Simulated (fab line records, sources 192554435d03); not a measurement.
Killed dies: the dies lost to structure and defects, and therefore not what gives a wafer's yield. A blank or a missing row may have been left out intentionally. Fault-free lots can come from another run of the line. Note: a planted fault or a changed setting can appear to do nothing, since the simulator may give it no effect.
Comparing a struck lot with a sound one + flow n5 finfet + 14 out of 1938 route steps
Sound: the wafers L605.1, L605.2, L605.6. The struck wafers were L616.2, L616.3, L616.6. The cause is given at the end.
Each step with rows lists, per side, the tool, then ch with its chambers, then its first start. Under that, the readings that differ: sound wafers + struck wafers + difference of the means + sigmas: that difference in standard deviations of wafers without a fault.
alike: readings with means less than 2 such deviations apart, plus words and numbers identical on both sides. not compared: withheld readings, readings lacking a value on some wafer, bounds such as >300 that could conceal the same value, and numbers that have no deviation in the record and whose values overlap.
Wherever a step has rows on one side only, a row that says differs or no value, or a row with sigmas, the two part there. Non-overlapping numbers with no deviation appear without sigmas and do not part them. A reading missing from all wafers of one side parts the sides only when that side holds two or more wafers.

first, 1 step without rows for these wafers: N5_BEOL_M9_STRIP_68 (strips in N2/H2).
N5_BEOL_M9_STRIP_67: strips in CF4.
  sound on rie diel-03 ch 0,1,2, day 9 05:10; struck on rie diel-02 ch 0,1,3, day 12 04:28
  alike: drypump motor current A, oes product au, rf vpp V, showerhead plenum p Torr, throttle valve pct
  not compared: rf hours counter h
N5_BEOL_M9_HM_OPEN_17: chemistry Cl2/BCl3, target TiN, target depth 20 nm, overetch 6 nm.
  sound on rie metal-02 ch 0,1, day 9 05:12; struck on rie metal-01 ch 0,1, day 12 04:30
  alike: drypump motor current A, mfc ar sccm, oes product au, throttle valve pct
  not compared: rf hours counter h
N5_BEOL_M9_STRIP_19: strips in O2.
  sound on rie diel-03 ch 1,2,3, day 9 05:32; struck on rie diel-02 ch 0,3, day 12 04:43
  alike: drypump motor current A, oes product au, rf vpp V, showerhead plenum p Torr, throttle valve pct
  not compared: rf hours counter h
N5_BEOL_M9_CD_MEAS_18: pitch 140 nm, target cd 70 nm.
  sound on cd sem-01 at day 9 05:37; struck on cd sem-02 at day 12 04:47
| reading    | sound          | struck         | difference | sigmas |
|------------|----------------|----------------|------------|--------|
| cd nm (nm) | 70.2 71.4 70.8 | 69.3 69.2 69.4 | -1.5       | -3     |
then, 7 steps without rows for these wafers: N5_BEOL_M9_COAT_63 (time 60 s, resist thk 60 nm); N5_BEOL_M9_COAT_64 (time 60 s, resist thk 12 nm); N5_BEOL_M9_COAT_75 (time 60 s, resist thk 5 nm); N5_BEOL_M9_COAT_22 (resist thk 30 nm); N5_BEOL_M9_EBR_24; N5_BEOL_M9_SOFTBAKE_23 (time 60 s); N5_BEOL_M9_EXPOSE_25 (exposes mask V8).
N5_BEOL_M9_PEB_26: peb time 60 s.
  sound on litho track-01 ch 0, day 9 05:58; struck on litho track-05, day 12 06:15
  no value came back on the struck wafers for chill plate temp C (C), exhaust pa (Pa); on the sound wafers chill plate temp C (C) reads 23.07 23.10 23.02
then, 1 step without rows for these wafers: N5_BEOL_M9_DEVELOP_27 (develop time 30 s).

WHERE THEY PART
Last at N5_BEOL_M9_PEB_26 as far as this record goes, first at N5_BEOL_M9_CD_MEAS_18.

WHY: what the simulator had put in
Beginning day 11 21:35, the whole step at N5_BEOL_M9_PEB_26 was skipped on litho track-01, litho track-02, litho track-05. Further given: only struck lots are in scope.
